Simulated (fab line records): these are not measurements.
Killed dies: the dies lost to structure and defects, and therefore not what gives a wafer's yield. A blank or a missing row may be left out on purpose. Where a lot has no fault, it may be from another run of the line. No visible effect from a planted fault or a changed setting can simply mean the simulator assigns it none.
Split-lot trial | flow n5Finfet | 21 wafers read from 7 lots, route of 1938 steps

== ON THE SPLIT ==
At N5_BEOL_M1_PECVD_72 (deposits SiO2 from TEOS/O2, target thk 16 nm, time 18 s), the setting timeS was moved away from the recipe's 18 s on 8 of the 21 wafers read, by -12.6% to +4.0%. For the rest of the wafers, this setting stayed at what the recipe calls for.

Reading taken at the split's own step.

== THE READING ==
SiO2_of_BEOL_M1_PECVD_72.thkNm (the simulator's own value, which no gauge read), in nm, at N5_BEOL_M1_PECVD_72 (deposits SiO2 from TEOS/O2, target thk 16 nm, time 18 s). The file gives no usual value for it. Here, 13 wafers ran the recipe; their average is 16.0 nm with a standard deviation of 0.27 nm.

wafer  | tool, chamber at the split | timeS as run, s | against the recipe | SiO2_of_BEOL_M1_PECVD_72.thkNm, nm | against lot-mates on the recipe
L075.4 | pecvd-03, 1                | 16.29           | -9.5%              | 14.8                               | -1.8
L075.5 | pecvd-03, 0                | 18              | recipe             | 16.6                               | -
L075.6 | pecvd-03, 2                | 16.29           | -9.5%              | 14.6                               | -2.0
L079.2 | pecvd-01, 1                | 18              | recipe             | 15.6                               | -
L079.3 | pecvd-01, 2                | 18              | recipe             | 15.8                               | -
L079.4 | pecvd-01, 2                | 15.74           | -12.6%             | 14                                 | -1.7
L083.3 | pecvd-01, 0                | 18              | recipe             | 16                                 | -
L083.5 | pecvd-01, 2,1              | 18.72           | +4.0%              | 17                                 | +1.0
L083.6 | pecvd-01, 2,1              | 18.72           | +4.0%              | 17                                 | +1.0
L082.1 | pecvd-03, 0                | 18              | recipe             | 15.8                               | -
L082.3 | pecvd-03, 2                | 18              | recipe             | 15.6                               | -
L082.4 | pecvd-03, 0                | 17.05           | -5.3%              | 15                                 | -0.7
L086.1 | pecvd-02, 0,1              | 18              | recipe             | 15.8                               | -
L086.3 | pecvd-02, 0,1              | 18              | recipe             | 15.8                               | -
L086.5 | pecvd-02, 1                | 18              | recipe             | 16.2                               | -
L092.1 | pecvd-01, 2                | 16.51           | -8.3%              | 14.8                               | -1.4
L092.3 | pecvd-01, 2                | 16.51           | -8.3%              | 15.2                               | -1.0
L092.4 | pecvd-01, 1                | 18              | recipe             | 16.2                               | -
L094.1 | pecvd-01, 1,0              | 18              | recipe             | 16                                 | -
L094.4 | pecvd-01, 1,0              | 18              | recipe             | 16                                 | -
L094.6 | pecvd-01, 1                | 18              | recipe             | 16.2                               | -
Where a row lists several chambers, the file gives one row for several wafers and doesn't say which wafer went through which chamber.

FIT RESULTS
A straight line over all 21 wafers: SiO2_of_BEOL_M1_PECVD_72.thkNm changes by +0.153 nm for each +1% of timeS; r = +0.93; the points scatter about the line by 0.29 nm.
The same after taking each lot's own level away (the mean of its wafers on the recipe; 21 wafers): +0.171 nm for each +1%; r = +0.97; scatter 0.22 nm.
On that fit, the largest move of timeS shifts the reading by 2.1 nm.
Across the lots, their own levels run from 15.70 to 16.60 nm, a range of 3.3 times the standard deviation given above.
So the lot-to-lot level changes the slope: the two fits differ.
Check: for one of the wafers moved furthest among these (-12.6%), held out of the fit, the line's prediction against its lot-mates is -2.26 nm. Against them it came out at -1.7 nm.

== ADDITIONAL SPLITS CARRIED BY THESE WAFERS ==
These wafers also went through other splits before the reading. Each is held against what the fit with the lots' levels taken away leaves over:
other split on the same wafers       | wafers away from the commonest value | r with SiO2_of_BEOL_M1_PECVD_72.thkNm (lot level and that fit taken away)
N5_GATE_CUT_DESCUM_18 timeS          | 6                                    | +0.01
N5_MOL_CONTACT_COAG_COAT_76 spinRpm  | 7                                    | -0.09
N5_MOL_CONTACT_COAG_EXPOSE_81 doseMj | 10                                   | -0.37
N5_BEOL_M0_SAQP_COAT_105 spinRpm     | 5                                    | -0.11
N5_BEOL_M0_SAQP_ETCH_107 biasW       | 11                                   | +0.05
N5_BEOL_M0_CUTY_EXPOSE_54 doseMj     | 10                                   | -0.07

== THE FILE'S OWN FIT ==
SiO2_of_BEOL_M1_PECVD_72.thkNm changes by +0.158 nm for each +1% of timeS, r = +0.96.
